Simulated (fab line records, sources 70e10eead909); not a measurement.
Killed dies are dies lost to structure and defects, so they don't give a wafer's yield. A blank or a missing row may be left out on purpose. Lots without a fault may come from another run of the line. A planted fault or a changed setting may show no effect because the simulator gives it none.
One fault seen from 2 desks | flow nand_harc | each desk has only its own numbers; what lay behind them comes last

THE TOOL OWNER'S DESK: rie_diel-05
The tool's own readings at NHARC_P_M1_ETCH_28 (etches the open film in CF4/N2, target depth 30 nm, time 72.99 s): means of the sampled wafers that have a number, for each lot that ran on this tool. A lot is out of limits, marked OUT, if its mean lies more than 4 standard deviations from the usual mean; the brackets give that distance.
Columns: A = drypump_motor_current_A at NHARC_P_M1_ETCH_28, usual 5.7 A; B = n2_flow_sccm at NHARC_P_M1_ETCH_28, usual 100.02 sccm; C = oes_product_au at NHARC_P_M1_ETCH_28, usual 1.003 a.u.; D = rf_vpp_V at NHARC_P_M1_ETCH_28, usual 315.3 V; E = showerhead_plenum_p_Torr at NHARC_P_M1_ETCH_28, usual 2.70 Torr; F = throttle_valve_pct at NHARC_P_M1_ETCH_28, usual 19.794 %
lot  | first seen here | A   | B      | C     | D     | E    | F
L694 | day 7 03:27     | 5.6 | 100.29 | 1.000 | 314.0 | 2.62 | 19.787
L702 | day 10 09:48    | 5.5 | 99.79  | 1.006 | 314.3 | 2.68 | 19.792
L703 | day 11 04:54    | 5.9 | 100.14 | 1.008 | 315.1 | 2.64 | 19.789
L711 | day 14 00:58    | 5.6 | 99.99  | 0.994 | 315.6 | 2.72 | 19.797
L713 | day 15 01:20    | 5.8 | 100.35 | 0.995 | 314.6 | 2.65 | 19.791
L714 | day 15 07:58    | 5.6 | 99.98  | 0.987 | 314.9 | 2.71 | 19.794
This desk's finding: nothing out of limits on any of the 6 lots.

THE METROLOGY DESK
What the gauges read, lot by lot, whatever tool the lot ran on: means of the sampled wafers that have a number. A lot is out of limits, marked OUT, if its mean lies more than 4 standard deviations from the usual mean; the brackets give that distance.
Columns: A = cd_nm at NHARC_P_M1_CD_MEAS_16, usual 130.5 nm
lot  | first seen here | A
L692 | day 6 10:14     | 130.3
L694 | day 7 03:08     | 129.8
L695 | day 7 12:20     | 130.3
L696 | day 7 19:41     | 131.3
L697 | day 8 06:20     | 130.7
L693 | day 8 17:23     | 130.1
L698 | day 8 20:25     | 130.1
L702 | day 10 09:29    | 132.0
L703 | day 11 04:32    | 130.9
L711 | day 14 00:38    | 130.4
L713 | day 15 01:00    | 129.5
L714 | day 15 07:38    | 131.3
L715 | day 15 17:21    | 130.5
This desk's finding: nothing out of limits on any of the 13 lots.

PUT TOGETHER
The tool owner's desk saw nothing out of limits.
The metrology desk saw nothing out of limits.

WHAT THE SIMULATOR HAD PUT IN
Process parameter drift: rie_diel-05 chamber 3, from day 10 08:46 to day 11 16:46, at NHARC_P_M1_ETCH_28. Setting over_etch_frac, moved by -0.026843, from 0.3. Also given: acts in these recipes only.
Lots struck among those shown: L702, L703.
